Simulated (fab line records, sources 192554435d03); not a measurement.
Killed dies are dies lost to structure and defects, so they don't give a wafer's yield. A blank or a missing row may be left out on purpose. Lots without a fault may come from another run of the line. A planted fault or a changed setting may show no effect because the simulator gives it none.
Chamber matching | flow n5_finfet | N5_BEOL_M4_ILD_DEP_00 on pecvd-03: 3 sister chambers
The step deposits SiOC from DEMS/O2, target thk 79 nm, time 15.3 s. 6 wafers are shown with their chamber, then 8 later ones without.

WAFERS WITH THEIR CHAMBER
wafer  | chamber | rf_fwd_power_W (W) | heater_power_w (W)
L084.3 | 1       | 491.4              | 585
L084.5 | 0       | 492.7              | 566
L089.2 | 2       | 496.6              | 482
L089.4 | 2       | 494.6              | 475
L089.5 | 0       | 491.9              | 577
L093.4 | 1       | 488.7              | 624

WAFERS WITHOUT THEIR CHAMBER
wafer  | rf_fwd_power_W (W) | heater_power_w (W)
L093.5 | 495.3              | 574
L093.6 | 495.2              | 432
L094.2 | 490.2              | 584
L094.4 | 493.6              | 566
L094.5 | 496.0              | 489
L097.1 | 493.5              | 500
L097.4 | 490.3              | 604
L097.6 | 492.9              | 507

WHICH CHAMBER EACH WENT THROUGH
wafer  | from the rows above     | in truth
L093.5 | 0                       | 0
L093.6 | 2                       | 2
L094.2 | can't be placed: 1 or 0 | 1
L094.4 | 0                       | 0
L094.5 | 2                       | 2
L097.1 | 2                       | 2
L097.4 | 1                       | 1
L097.6 | can't be placed: 2 or 0 | 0
Placed correctly: 6 of 8. Can't be placed from these rows: 2 (the true chamber is among the candidates in 2). Placed wrongly: 0.
How it was worked out, from the rows above alone: a wafer's distance from a chamber is the root of the sum, over the readings, of the square of ((its reading less the chamber's mean) divided by the reading's scatter). The wafer belongs to the nearest chamber; if the next one is less than 2 further off, it can't be placed. A chamber's mean is the mean of its shown wafers. The scatter: the root of (the sum of the squares of (reading less its chamber's mean) over the shown wafers, divided by (wafers less chambers)).
